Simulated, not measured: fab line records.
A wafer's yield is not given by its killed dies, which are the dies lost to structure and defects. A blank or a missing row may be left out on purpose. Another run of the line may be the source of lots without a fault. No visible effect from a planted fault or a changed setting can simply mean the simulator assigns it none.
Lot-split experiment + flow n5_finfet + 7 lots, 21 wafers read, on a route of 1938 steps

## ABOUT THE SPLIT
At N5_BEOL_M7_ETCH_61 (etches SiARC in CF4, target depth 45.5 nm, time 75.8 s), the setting source_w was moved away from the recipe's 545 W on 6 of the 21 wafers read, by -16.2% to +14.1%. The other wafers ran this setting at the recipe's value.

The reading comes from the split's own step.

## THE READING
rf_vpp_V, in V, at N5_BEOL_M7_ETCH_61 (etches SiARC in CF4, target depth 45.5 nm, time 75.8 s). Fault-free wafers of this fab line usually give 184.0 V, standard deviation 1.2 V.

| wafer  | tool, chamber at the split | source_w as run, W | against the recipe | rf_vpp_V, V | against lot-mates on the recipe |
|--------|----------------------------|--------------------|--------------------|-------------|---------------------------------|
| L077.2 | rie_diel-01, 2             | 574.5              | +5.4%              | 179.9       | -4.8                            |
| L077.4 | rie_diel-01, 0             | 545                | recipe             | 184.6       | -                               |
| L077.6 | rie_diel-01, 2             | 545                | recipe             | 184.9       | -                               |
| L084.2 | rie_diel-03, 2             | 545                | recipe             | 182.5       | -                               |
| L084.3 | rie_diel-03, 3             | 621.7              | +14.1%             | 177.1       | -5.4                            |
| L084.5 | rie_diel-03, 1             | 621.7              | +14.1%             | 177.1       | -5.4                            |
| L089.1 | rie_diel-03, 2             | 545                | recipe             | 184.1       | -                               |
| L089.4 | rie_diel-03, 3             | 485.3              | -11.0%             | 192.5       | +7.6                            |
| L089.6 | rie_diel-03, 0             | 545                | recipe             | 185.7       | -                               |
| L090.4 | rie_diel-03, 0             | 545                | recipe             | 185.2       | -                               |
| L090.5 | rie_diel-03, 3             | 545                | recipe             | 183.8       | -                               |
| L090.6 | rie_diel-03, 0             | 545                | recipe             | 184.7       | -                               |
| L093.1 | rie_diel-03, 1             | 545                | recipe             | 184.5       | -                               |
| L093.3 | rie_diel-03, 3             | 456.7              | -16.2%             | 196.2       | +11.8                           |
| L093.6 | rie_diel-03, 3             | 545                | recipe             | 184.3       | -                               |
| L092.1 | rie_diel-06, 2             | 545                | recipe             | 182.4       | -                               |
| L092.3 | rie_diel-06, 0             | 545                | recipe             | 181.7       | -                               |
| L092.4 | rie_diel-06, 3             | 545                | recipe             | 184.0       | -                               |
| L096.2 | rie_diel-01, 1             | 471.5              | -13.5%             | 193.7       | +12.1                           |
| L096.3 | rie_diel-01, 3             | 545                | recipe             | 181.3       | -                               |
| L096.6 | rie_diel-01, 0             | 545                | recipe             | 181.9       | -                               |

THE FIT
A straight line over all 21 wafers: rf_vpp_V changes by -0.643 V for each +1% of source_w; r = -0.95; the points scatter about the line by 1.5 V.
The same after taking each lot's own level away (the mean of its wafers on the recipe; 21 wafers): -0.618 V for each +1%; r = -0.95; scatter 1.5 V.
Per that fit: largest source_w move, reading shift of 10 V.
Measured against the standard deviation above, the lots' own levels, which go from 181.60 to 184.90 V, span 2.7 times it.
So the lot-to-lot level changes the slope little: the two slopes agree.
Check: with one of the wafers moved furthest among these (-16.2%) left out of the fit, the line predicts +10 V for it against its lot-mates. Against them it came out at +11.8 V.
Tool readings at the split's step, against how far the setting was moved: etch_rf_on_time_s r = -0.93; rf_vpp_V r = -0.95.

## OTHER SPLITS APPLIED TO THESE WAFERS
These wafers also went through other splits before the reading. Each is held against what the fit with the lots' levels taken away leaves over:
| other split on the same wafers     | wafers away from the commonest value | r with rf_vpp_V (lot level and that fit taken away) |
|------------------------------------|--------------------------------------|-----------------------------------------------------|
| N5_BEOL_M3_TRENCH_ETCH_37 source_w | 6                                    | +0.03                                               |
| N5_BEOL_M5_EXPOSE_08 dose_mj       | 15                                   | +0.23                                               |
| N5_BEOL_M5_ETCH_72 bias_w          | 7                                    | -0.20                                               |
| N5_BEOL_M5_DEP_56 time_s           | 7                                    | -0.03                                               |
| N5_BEOL_M7_COAT_05 spin_rpm        | 8                                    | +0.04                                               |

## THE WHOLE CHAIN: every reading that the file lists as answering this split, in the file's order
| step               | what it does                                           | reading           | change (the file's fit)              | r (the file's) |
|--------------------|--------------------------------------------------------|-------------------|--------------------------------------|----------------|
| N5_BEOL_M7_ETCH_61 | etches SiARC in CF4, target depth 45.5 nm, time 75.8 s | etch_rf_on_time_s | withheld for each +1% of the setting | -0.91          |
| N5_BEOL_M7_ETCH_61 | etches SiARC in CF4, target depth 45.5 nm, time 75.8 s | rf_vpp_V          | -0.679 V for each +1% of the setting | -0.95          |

## FILE'S OWN FIT
rf_vpp_V changes by -0.679 V for each +1% of source_w, r = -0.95.
